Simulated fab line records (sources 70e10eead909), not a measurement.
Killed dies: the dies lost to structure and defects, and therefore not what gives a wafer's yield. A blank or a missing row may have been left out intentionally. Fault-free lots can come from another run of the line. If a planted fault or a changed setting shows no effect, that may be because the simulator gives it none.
Which tool was responsible? || flow nand_harc || Sampling: 24 lots, 72 wafers, 3 of 1159 route steps

WHAT THE GAUGES READ, wafer by wafer
NHARC_A_BONDPAD_OVL_MEAS_35. Usual: overlay_x_nm 1 nm, standard deviation 6.9; overlay_y_nm 4 nm, standard deviation 6.8.
{"lot": "L075", "measured": "day 18 00:13", "on": "overlay-01", "overlay_x_nm (nm)": "2 2 2", "overlay_y_nm (nm)": "-1 0 -1", "flag": ""}
{"lot": "L074", "measured": "day 18 01:14", "on": "overlay-02", "overlay_x_nm (nm)": "7 7 7", "overlay_y_nm (nm)": "5 6 6", "flag": ""}
{"lot": "L078", "measured": "day 18 07:22", "on": "overlay-01", "overlay_x_nm (nm)": "-8 -9 -8", "overlay_y_nm (nm)": "-13 -13 -13", "flag": ""}
{"lot": "L077", "measured": "day 18 08:22", "on": "overlay-02", "overlay_x_nm (nm)": "7 8 8", "overlay_y_nm (nm)": "7 6 7", "flag": ""}
{"lot": "L079", "measured": "day 18 14:48", "on": "overlay-01", "overlay_x_nm (nm)": "-9 -9 -9", "overlay_y_nm (nm)": "6 6 6", "flag": ""}
{"lot": "L076", "measured": "day 18 23:02", "on": "overlay-02", "overlay_x_nm (nm)": "-1 -1 -1", "overlay_y_nm (nm)": "0 -1 0", "flag": ""}
{"lot": "L080", "measured": "day 18 23:26", "on": "overlay-01", "overlay_x_nm (nm)": "0 0 0", "overlay_y_nm (nm)": "11 10 11", "flag": ""}
{"lot": "L082", "measured": "day 19 23:53", "on": "overlay-02", "overlay_x_nm (nm)": "9 8 9", "overlay_y_nm (nm)": "12 12 12", "flag": ""}
{"lot": "L081", "measured": "day 20 05:17", "on": "overlay-01", "overlay_x_nm (nm)": "1 1 1", "overlay_y_nm (nm)": "11 10 11", "flag": ""}
{"lot": "L084", "measured": "day 20 05:31", "on": "overlay-02", "overlay_x_nm (nm)": "-5 -5 -5", "overlay_y_nm (nm)": "5 5 5", "flag": ""}
{"lot": "L083", "measured": "day 20 10:44", "on": "overlay-02", "overlay_x_nm (nm)": "-4 -4 -4", "overlay_y_nm (nm)": "9 9 9", "flag": ""}
{"lot": "L088", "measured": "day 21 01:34", "on": "overlay-01", "overlay_x_nm (nm)": "5 5 5", "overlay_y_nm (nm)": "1 2 1", "flag": ""}
{"lot": "L086", "measured": "day 21 01:55", "on": "overlay-01", "overlay_x_nm (nm)": "-9 -9 -10", "overlay_y_nm (nm)": "0 0 0", "flag": ""}
{"lot": "L085", "measured": "day 21 02:50", "on": "overlay-02", "overlay_x_nm (nm)": "-6 -5 -5", "overlay_y_nm (nm)": "2 2 3", "flag": ""}
{"lot": "L090", "measured": "day 21 19:23", "on": "overlay-01", "overlay_x_nm (nm)": "12 11 12", "overlay_y_nm (nm)": "-2 -1 -2", "flag": ""}
{"lot": "L091", "measured": "day 21 20:00", "on": "overlay-02", "overlay_x_nm (nm)": "8 8 8", "overlay_y_nm (nm)": "16 15 15", "flag": ""}
{"lot": "L087", "measured": "day 21 20:14", "on": "overlay-01", "overlay_x_nm (nm)": "0 1 0", "overlay_y_nm (nm)": "1 1 1", "flag": ""}
{"lot": "L089", "measured": "day 21 20:39", "on": "overlay-01", "overlay_x_nm (nm)": "-6 -7 -7", "overlay_y_nm (nm)": "5 6 6", "flag": ""}
{"lot": "L093", "measured": "day 22 11:40", "on": "overlay-01", "overlay_x_nm (nm)": "1 1 1", "overlay_y_nm (nm)": "-2 -2 -1", "flag": ""}
{"lot": "L092", "measured": "day 23 05:11", "on": "overlay-01", "overlay_x_nm (nm)": "12 12 12", "overlay_y_nm (nm)": "8 8 8", "flag": ""}
{"lot": "L095", "measured": "day 23 09:05", "on": "overlay-02", "overlay_x_nm (nm)": "-8 -7 -8", "overlay_y_nm (nm)": "13 12 13", "flag": ""}
{"lot": "L096", "measured": "day 23 09:31", "on": "overlay-02", "overlay_x_nm (nm)": "13 13 13", "overlay_y_nm (nm)": "-7 -7 -7", "flag": ""}
{"lot": "L094", "measured": "day 23 21:25", "on": "overlay-02", "overlay_x_nm (nm)": "7 6 6", "overlay_y_nm (nm)": "8 8 8", "flag": ""}
{"lot": "L097", "measured": "day 23 21:44", "on": "overlay-02", "overlay_x_nm (nm)": "-3 -3 -2", "overlay_y_nm (nm)": "-7 -7 -7", "flag": ""}

WHAT TOOL EACH LOT RAN ON (gives the tool, then ch and the chambers of the sampled wafers, and finally the start)
{"lot": "L075", "NHARC_A_M1_ETCH_28": "rie_diel-11 ch 0,1,3, day 17 21:29 or earlier", "NHARC_A_M1_ANNEAL_31": "rtp_anneal-02 ch 0, day 17 21:29"}
{"lot": "L074", "NHARC_A_M1_ETCH_28": "rie_diel-11 ch 1,2,3, day 17 22:24 or earlier", "NHARC_A_M1_ANNEAL_31": "rtp_anneal-02 ch 0, day 17 22:24"}
{"lot": "L078", "NHARC_A_M1_ETCH_28": "rie_diel-11 ch 0,3, day 18 04:33 or earlier", "NHARC_A_M1_ANNEAL_31": "rtp_anneal-01 ch 0, day 18 04:33"}
{"lot": "L077", "NHARC_A_M1_ETCH_28": "rie_diel-11 ch 1,2, day 18 05:33 or earlier", "NHARC_A_M1_ANNEAL_31": "rtp_anneal-01 ch 0, day 18 05:33"}
{"lot": "L079", "NHARC_A_M1_ETCH_28": "rie_diel-10 ch 1,2,3, day 18 12:09 or earlier", "NHARC_A_M1_ANNEAL_31": "rtp_anneal-02 ch 0, day 18 12:09"}
{"lot": "L076", "NHARC_A_M1_ETCH_28": "rie_diel-11 ch 0,2,3, day 18 20:12 or earlier", "NHARC_A_M1_ANNEAL_31": "rtp_anneal-02 ch 0, day 18 20:12"}
{"lot": "L080", "NHARC_A_M1_ETCH_28": "rie_diel-12 ch 0,1, day 18 20:48 or earlier", "NHARC_A_M1_ANNEAL_31": "rtp_anneal-02 ch 0, day 18 20:48"}
{"lot": "L082", "NHARC_A_M1_ETCH_28": "rie_diel-11 ch 0,2,3, day 19 20:56 or earlier", "NHARC_A_M1_ANNEAL_31": "rtp_anneal-01 ch 0, day 19 20:56"}
{"lot": "L081", "NHARC_A_M1_ETCH_28": "rie_diel-11 ch 1,2,3, day 20 02:31 or earlier", "NHARC_A_M1_ANNEAL_31": "rtp_anneal-01 ch 0, day 20 02:31"}
{"lot": "L084", "NHARC_A_M1_ETCH_28": "rie_diel-12 ch 0,1,2, day 20 02:41 or earlier", "NHARC_A_M1_ANNEAL_31": "rtp_anneal-02 ch 0, day 20 02:41"}
{"lot": "L083", "NHARC_A_M1_ETCH_28": "rie_diel-12 ch 0,2,3, day 20 07:55 or earlier", "NHARC_A_M1_ANNEAL_31": "rtp_anneal-02 ch 0, day 20 07:55"}
{"lot": "L088", "NHARC_A_M1_ETCH_28": "rie_diel-11 ch 0,2,3, day 20 22:49 or earlier", "NHARC_A_M1_ANNEAL_31": "rtp_anneal-01 ch 0, day 20 22:49"}
{"lot": "L086", "NHARC_A_M1_ETCH_28": "rie_diel-12 ch 0,1,2, day 20 23:04 or earlier", "NHARC_A_M1_ANNEAL_31": "rtp_anneal-02 ch 0, day 20 23:04"}
{"lot": "L085", "NHARC_A_M1_ETCH_28": "rie_diel-12 ch 1,2,3, day 20 23:55 or earlier", "NHARC_A_M1_ANNEAL_31": "rtp_anneal-02 ch 0, day 20 23:55"}
{"lot": "L090", "NHARC_A_M1_ETCH_28": "rie_diel-12 ch 1,2, day 21 16:41 or earlier", "NHARC_A_M1_ANNEAL_31": "rtp_anneal-02 ch 0, day 21 16:41"}
{"lot": "L091", "NHARC_A_M1_ETCH_28": "rie_diel-12 ch 0,1,2, day 21 17:18 or earlier", "NHARC_A_M1_ANNEAL_31": "rtp_anneal-01 ch 0, day 21 17:18"}
{"lot": "L087", "NHARC_A_M1_ETCH_28": "rie_diel-11 ch 0,1,3, day 21 17:25 or earlier", "NHARC_A_M1_ANNEAL_31": "rtp_anneal-02 ch 0, day 21 17:25"}
{"lot": "L089", "NHARC_A_M1_ETCH_28": "rie_diel-10 ch 1,3, day 21 17:45 or earlier", "NHARC_A_M1_ANNEAL_31": "rtp_anneal-01 ch 0, day 21 17:45"}
{"lot": "L093", "NHARC_A_M1_ETCH_28": "rie_diel-11 ch 0,3, day 22 08:47 or earlier", "NHARC_A_M1_ANNEAL_31": "rtp_anneal-02 ch 0, day 22 08:47"}
{"lot": "L092", "NHARC_A_M1_ETCH_28": "rie_diel-10 ch 1,2, day 23 02:28 or earlier", "NHARC_A_M1_ANNEAL_31": "rtp_anneal-02 ch 0, day 23 02:28"}
{"lot": "L095", "NHARC_A_M1_ETCH_28": "rie_diel-12 ch 0,1,3, day 23 06:20 or earlier", "NHARC_A_M1_ANNEAL_31": "rtp_anneal-01 ch 0, day 23 06:20"}
{"lot": "L096", "NHARC_A_M1_ETCH_28": "rie_diel-12 ch 0,1,3, day 23 06:43 or earlier", "NHARC_A_M1_ANNEAL_31": "rtp_anneal-02 ch 0, day 23 06:43"}
{"lot": "L094", "NHARC_A_M1_ETCH_28": "rie_diel-10 ch 0,2, day 23 18:21 or earlier", "NHARC_A_M1_ANNEAL_31": "rtp_anneal-01 ch 0, day 23 18:21"}
{"lot": "L097", "NHARC_A_M1_ETCH_28": "rie_diel-10 ch 1,2,3, day 23 18:52 or earlier", "NHARC_A_M1_ANNEAL_31": "rtp_anneal-02 ch 0, day 23 18:52"}
- NHARC_A_M1_ETCH_28: etches the open film in CF4/N2, target depth 30 nm, time 72.99 s.
- NHARC_A_M1_ANNEAL_31: time 90 s.

WHAT THE TOOLS THEMSELVES READ (means of the sampled wafers that have a number; where no wafer has one, the mark that the record gives instead)
NHARC_A_M1_ETCH_28. Usual: drypump_motor_current_A 5.6 A, standard deviation 0.39; oes_product_au 1.000 a.u., standard deviation 0.0072; rf_vpp_V 313.5 V, standard deviation 2; showerhead_plenum_p_Torr 2.59 Torr, standard deviation 0.11; throttle_valve_pct 19.794 %, standard deviation 0.0092.
{"lot": "L075", "tool": "rie_diel-11", "drypump_motor_current_A (A)": 5.7, "oes_product_au (a.u.)": 0.999, "rf_vpp_V (V)": 314.6, "showerhead_plenum_p_Torr (Torr)": 2.67, "throttle_valve_pct (%)": 19.790, "flag": ""}
{"lot": "L074", "tool": "rie_diel-11", "drypump_motor_current_A (A)": 5.4, "oes_product_au (a.u.)": 1.003, "rf_vpp_V (V)": 312.4, "showerhead_plenum_p_Torr (Torr)": 2.58, "throttle_valve_pct (%)": 19.804, "flag": ""}
{"lot": "L078", "tool": "rie_diel-11", "drypump_motor_current_A (A)": 5.7, "oes_product_au (a.u.)": 1.002, "rf_vpp_V (V)": 316.9, "showerhead_plenum_p_Torr (Torr)": 2.72, "throttle_valve_pct (%)": 19.792, "flag": ""}
{"lot": "L077", "tool": "rie_diel-11", "drypump_motor_current_A (A)": 5.3, "oes_product_au (a.u.)": 1.001, "rf_vpp_V (V)": 312.1, "showerhead_plenum_p_Torr (Torr)": 2.49, "throttle_valve_pct (%)": 19.791, "flag": ""}
{"lot": "L079", "tool": "rie_diel-10", "drypump_motor_current_A (A)": 5.5, "oes_product_au (a.u.)": 1.008, "rf_vpp_V (V)": 314.4, "showerhead_plenum_p_Torr (Torr)": 2.62, "throttle_valve_pct (%)": 19.801, "flag": ""}
{"lot": "L076", "tool": "rie_diel-11", "drypump_motor_current_A (A)": 5.5, "oes_product_au (a.u.)": 1.002, "rf_vpp_V (V)": 314.4, "showerhead_plenum_p_Torr (Torr)": 2.63, "throttle_valve_pct (%)": 19.789, "flag": ""}
{"lot": "L080", "tool": "rie_diel-12", "drypump_motor_current_A (A)": 5.7, "oes_product_au (a.u.)": 0.994, "rf_vpp_V (V)": 313.3, "showerhead_plenum_p_Torr (Torr)": 2.57, "throttle_valve_pct (%)": 19.790, "flag": ""}
{"lot": "L082", "tool": "rie_diel-11", "drypump_motor_current_A (A)": 5.5, "oes_product_au (a.u.)": 0.997, "rf_vpp_V (V)": 314.0, "showerhead_plenum_p_Torr (Torr)": 2.63, "throttle_valve_pct (%)": 19.796, "flag": ""}
{"lot": "L081", "tool": "rie_diel-11", "drypump_motor_current_A (A)": 5.4, "oes_product_au (a.u.)": 0.999, "rf_vpp_V (V)": 312.9, "showerhead_plenum_p_Torr (Torr)": 2.58, "throttle_valve_pct (%)": 19.800, "flag": ""}
{"lot": "L084", "tool": "rie_diel-12", "drypump_motor_current_A (A)": 5.7, "oes_product_au (a.u.)": 1.000, "rf_vpp_V (V)": 313.1, "showerhead_plenum_p_Torr (Torr)": 2.56, "throttle_valve_pct (%)": 19.786, "flag": ""}
{"lot": "L083", "tool": "rie_diel-12", "drypump_motor_current_A (A)": 5.9, "oes_product_au (a.u.)": 0.996, "rf_vpp_V (V)": 313.8, "showerhead_plenum_p_Torr (Torr)": 2.60, "throttle_valve_pct (%)": 19.798, "flag": ""}
{"lot": "L088", "tool": "rie_diel-11", "drypump_motor_current_A (A)": 5.5, "oes_product_au (a.u.)": 1.003, "rf_vpp_V (V)": 314.2, "showerhead_plenum_p_Torr (Torr)": 2.63, "throttle_valve_pct (%)": 19.796, "flag": ""}
{"lot": "L086", "tool": "rie_diel-12", "drypump_motor_current_A (A)": 5.7, "oes_product_au (a.u.)": 0.993, "rf_vpp_V (V)": 313.0, "showerhead_plenum_p_Torr (Torr)": 2.56, "throttle_valve_pct (%)": 19.794, "flag": ""}
{"lot": "L085", "tool": "rie_diel-12", "drypump_motor_current_A (A)": 5.7, "oes_product_au (a.u.)": 0.991, "rf_vpp_V (V)": 311.9, "showerhead_plenum_p_Torr (Torr)": 2.54, "throttle_valve_pct (%)": 19.791, "flag": ""}
{"lot": "L090", "tool": "rie_diel-12", "drypump_motor_current_A (A)": 5.6, "oes_product_au (a.u.)": 0.996, "rf_vpp_V (V)": 311.6, "showerhead_plenum_p_Torr (Torr)": 2.50, "throttle_valve_pct (%)": 19.788, "flag": ""}
{"lot": "L091", "tool": "rie_diel-12", "drypump_motor_current_A (A)": 5.7, "oes_product_au (a.u.)": 0.997, "rf_vpp_V (V)": 312.3, "showerhead_plenum_p_Torr (Torr)": 2.56, "throttle_valve_pct (%)": 19.801, "flag": ""}
{"lot": "L087", "tool": "rie_diel-11", "drypump_motor_current_A (A)": 5.7, "oes_product_au (a.u.)": 0.999, "rf_vpp_V (V)": 315.1, "showerhead_plenum_p_Torr (Torr)": 2.66, "throttle_valve_pct (%)": 19.800, "flag": ""}
{"lot": "L089", "tool": "rie_diel-10", "drypump_motor_current_A (A)": 6.1, "oes_product_au (a.u.)": 1.001, "rf_vpp_V (V)": 313.8, "showerhead_plenum_p_Torr (Torr)": 2.61, "throttle_valve_pct (%)": 19.799, "flag": ""}
{"lot": "L093", "tool": "rie_diel-11", "drypump_motor_current_A (A)": 5.6, "oes_product_au (a.u.)": 0.996, "rf_vpp_V (V)": 316.1, "showerhead_plenum_p_Torr (Torr)": 2.71, "throttle_valve_pct (%)": 19.794, "flag": ""}
{"lot": "L092", "tool": "rie_diel-10", "drypump_motor_current_A (A)": 5.8, "oes_product_au (a.u.)": 1.000, "rf_vpp_V (V)": 314.4, "showerhead_plenum_p_Torr (Torr)": 2.69, "throttle_valve_pct (%)": 19.795, "flag": ""}
{"lot": "L095", "tool": "rie_diel-12", "drypump_motor_current_A (A)": 5.8, "oes_product_au (a.u.)": 0.996, "rf_vpp_V (V)": 313.7, "showerhead_plenum_p_Torr (Torr)": 2.61, "throttle_valve_pct (%)": 19.793, "flag": ""}
{"lot": "L096", "tool": "rie_diel-12", "drypump_motor_current_A (A)": 5.8, "oes_product_au (a.u.)": 0.998, "rf_vpp_V (V)": 313.9, "showerhead_plenum_p_Torr (Torr)": 2.61, "throttle_valve_pct (%)": 19.788, "flag": ""}
{"lot": "L094", "tool": "rie_diel-10", "drypump_motor_current_A (A)": 5.5, "oes_product_au (a.u.)": 1.013, "rf_vpp_V (V)": 313.4, "showerhead_plenum_p_Torr (Torr)": 2.56, "throttle_valve_pct (%)": 19.795, "flag": ""}
{"lot": "L097", "tool": "rie_diel-10", "drypump_motor_current_A (A)": 5.6, "oes_product_au (a.u.)": 1.001, "rf_vpp_V (V)": 314.2, "showerhead_plenum_p_Torr (Torr)": 2.62, "throttle_valve_pct (%)": 19.793, "flag": ""}

NHARC_A_M1_ANNEAL_31. Usual: wafer_temp_C_max reads 226.3 (standard deviation 0.42).
{"lot": "L075", "tool": "rtp_anneal-02", "wafer_temp_C_max": 226.1, "flag": ""}
{"lot": "L074", "tool": "rtp_anneal-02", "wafer_temp_C_max": 226.1, "flag": ""}
{"lot": "L078", "tool": "rtp_anneal-01", "wafer_temp_C_max": 226.6, "flag": ""}
{"lot": "L077", "tool": "rtp_anneal-01", "wafer_temp_C_max": 226.4, "flag": ""}
{"lot": "L079", "tool": "rtp_anneal-02", "wafer_temp_C_max": 226.0, "flag": ""}
{"lot": "L076", "tool": "rtp_anneal-02", "wafer_temp_C_max": 226.2, "flag": ""}
{"lot": "L080", "tool": "rtp_anneal-02", "wafer_temp_C_max": 225.9, "flag": ""}
{"lot": "L082", "tool": "rtp_anneal-01", "wafer_temp_C_max": 227.0, "flag": ""}
{"lot": "L081", "tool": "rtp_anneal-01", "wafer_temp_C_max": 226.7, "flag": ""}
{"lot": "L084", "tool": "rtp_anneal-02", "wafer_temp_C_max": 225.8, "flag": ""}
{"lot": "L083", "tool": "rtp_anneal-02", "wafer_temp_C_max": 226.0, "flag": ""}
{"lot": "L088", "tool": "rtp_anneal-01", "wafer_temp_C_max": 226.3, "flag": ""}
{"lot": "L086", "tool": "rtp_anneal-02", "wafer_temp_C_max": 225.9, "flag": ""}
{"lot": "L085", "tool": "rtp_anneal-02", "wafer_temp_C_max": 226.3, "flag": ""}
{"lot": "L090", "tool": "rtp_anneal-02", "wafer_temp_C_max": 226.0, "flag": ""}
{"lot": "L091", "tool": "rtp_anneal-01", "wafer_temp_C_max": 227.0, "flag": ""}
{"lot": "L087", "tool": "rtp_anneal-02", "wafer_temp_C_max": 226.0, "flag": ""}
{"lot": "L089", "tool": "rtp_anneal-01", "wafer_temp_C_max": 226.5, "flag": ""}
{"lot": "L093", "tool": "rtp_anneal-02", "wafer_temp_C_max": 226.1, "flag": ""}
{"lot": "L092", "tool": "rtp_anneal-02", "wafer_temp_C_max": 226.1, "flag": ""}
{"lot": "L095", "tool": "rtp_anneal-01", "wafer_temp_C_max": 226.9, "flag": ""}
{"lot": "L096", "tool": "rtp_anneal-02", "wafer_temp_C_max": 226.1, "flag": ""}
{"lot": "L094", "tool": "rtp_anneal-01", "wafer_temp_C_max": 226.7, "flag": ""}
{"lot": "L097", "tool": "rtp_anneal-02", "wafer_temp_C_max": 226.2, "flag": ""}

THE ANSWER, worked out from the rows above alone
Rule: take the mean of a lot's wafers that have a number; if it is more than 3 standard deviations from the usual mean, the lot is off. Also off: a lot with no number at a reading for which 4 or more lots have one. The other lots that the step has rows for count as sound. First the gauges in route order, then the tools' own readings, where a lot's mean is used as printed above. The first step at which some lot is off is used, and at that step the reading that is off furthest; a lot without a number counts as furthest.
Across all readings shown, no lot is off: no conclusion can be drawn from this.

WHAT THE SIMULATOR HAD INSERTED
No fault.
